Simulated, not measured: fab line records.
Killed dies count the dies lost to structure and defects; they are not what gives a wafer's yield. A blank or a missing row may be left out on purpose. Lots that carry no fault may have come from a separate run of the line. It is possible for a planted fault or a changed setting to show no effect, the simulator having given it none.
Chamber matching + flow n5_finfet + N5_SD_EPI_N_ETCH_16 on rie_diel-01 has 4 sister chambers
The step etches SiO2 in CHF3/O2, target depth 5 nm. 8 wafers are shown with their chamber, then 9 later ones without.

WAFERS PAIRED WITH THEIR CHAMBERS
| wafer  | chamber | rf_vpp_V (V) | throttle_valve_pct (%) |
|--------|---------|--------------|------------------------|
| L078.1 | 3       | 531          | 18.86                  |
| L082.4 | 2       | 502          | 18.56                  |
| L085.2 | 2       | 502          | 18.55                  |
| L085.4 | 0       | 536          | 18.72                  |
| L085.6 | 1       | 534          | 19.25                  |
| L087.1 | 1       | 535          | 19.27                  |
| L087.2 | 0       | 537          | 18.75                  |
| L087.3 | 3       | 530          | 18.88                  |

WAFERS WHOSE CHAMBER IS MISSING
| wafer  | rf_vpp_V (V) | throttle_valve_pct (%) |
|--------|--------------|------------------------|
| L087.4 | 503          | 18.56                  |
| L087.5 | 535          | 19.25                  |
| L087.6 | 501          | 18.55                  |
| L089.1 | 502          | 18.58                  |
| L089.2 | 532          | 18.88                  |
| L089.3 | 534          | 19.28                  |
| L089.4 | 537          | 18.75                  |
| L089.5 | 503          | 18.58                  |
| L089.6 | 531          | 18.88                  |

WHICH CHAMBER EACH WENT THROUGH
| wafer  | from the rows above | in truth |
|--------|---------------------|----------|
| L087.4 | 2                   | 2        |
| L087.5 | 1                   | 1        |
| L087.6 | 2                   | 2        |
| L089.1 | 2                   | 2        |
| L089.2 | 3                   | 3        |
| L089.3 | 1                   | 1        |
| L089.4 | 0                   | 0        |
| L089.5 | 2                   | 2        |
| L089.6 | 3                   | 3        |
Placed correctly: 9 of 9. Not placeable from these rows: 0. 0 placed wrongly.
How it was worked out, from the rows above alone: a wafer's distance from a chamber is the root of the sum, over the readings, of the square of ((its reading less the chamber's mean) divided by the reading's scatter). If the next closest chamber is less than 2 further off than the closest, the wafer can't be placed; otherwise it belongs to the closest. Each chamber's mean is taken over the wafers shown for it. The scatter is the square root of a quotient: the sum, over the shown wafers, of each reading's squared deviation from its chamber's mean, divided by wafers minus chambers.
